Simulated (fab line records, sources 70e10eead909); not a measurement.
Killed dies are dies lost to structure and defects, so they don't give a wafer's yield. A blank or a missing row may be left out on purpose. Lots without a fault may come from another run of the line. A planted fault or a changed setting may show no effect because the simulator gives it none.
Chamber matching | flow nand_harc | NHARC_A_BLC_DESCUM_15 on rie_diel-11: 4 sister chambers
The step chemistry O2, time 3 s. 8 wafers are shown with their chamber, then 12 later ones without.

WAFERS WITH THEIR CHAMBER
wafer  | chamber | showerhead_plenum_p_Torr (Torr) | drypump_motor_current_A (A)
L087.5 | 2       | 2.03                            | 5.2
L089.1 | 2       | 2.03                            | 5.3
L089.6 | 0       | 1.80                            | 6.2
L091.6 | 0       | 1.80                            | 6.2
L093.6 | 3       | 2.04                            | 5.0
L088.3 | 3       | 2.04                            | 5.0
L088.4 | 1       | 1.77                            | 6.0
L088.6 | 1       | 1.78                            | 6.0

WAFERS WITHOUT THEIR CHAMBER
wafer  | showerhead_plenum_p_Torr (Torr) | drypump_motor_current_A (A)
L090.1 | 2.04                            | 5.0
L090.2 | 1.80                            | 6.2
L090.3 | 1.77                            | 6.0
L092.1 | 2.03                            | 5.2
L092.3 | 2.04                            | 5.0
L092.4 | 2.03                            | 5.2
L096.1 | 2.04                            | 5.0
L096.3 | 1.77                            | 6.0
L096.5 | 2.03                            | 5.2
L097.1 | 2.03                            | 5.2
L097.2 | 2.04                            | 5.0
L097.3 | 1.80                            | 6.2

WHICH CHAMBER EACH WENT THROUGH
wafer  | from the rows above | in truth
L090.1 | 3                   | 3
L090.2 | 0                   | 0
L090.3 | 1                   | 1
L092.1 | 2                   | 2
L092.3 | 3                   | 3
L092.4 | 2                   | 2
L096.1 | 3                   | 3
L096.3 | 1                   | 1
L096.5 | 2                   | 2
L097.1 | 2                   | 2
L097.2 | 3                   | 3
L097.3 | 0                   | 0
Placed correctly: 12 of 12. Can't be placed from these rows: 0. Placed wrongly: 0.
How it was worked out, from the rows above alone: a wafer's distance from a chamber is the root of the sum, over the readings, of the square of ((its reading less the chamber's mean) divided by the reading's scatter). The wafer belongs to the nearest chamber; if the next one is less than 2 further off, it can't be placed. A chamber's mean is the mean of its shown wafers. The scatter: the root of (the sum of the squares of (reading less its chamber's mean) over the shown wafers, divided by (wafers less chambers)).
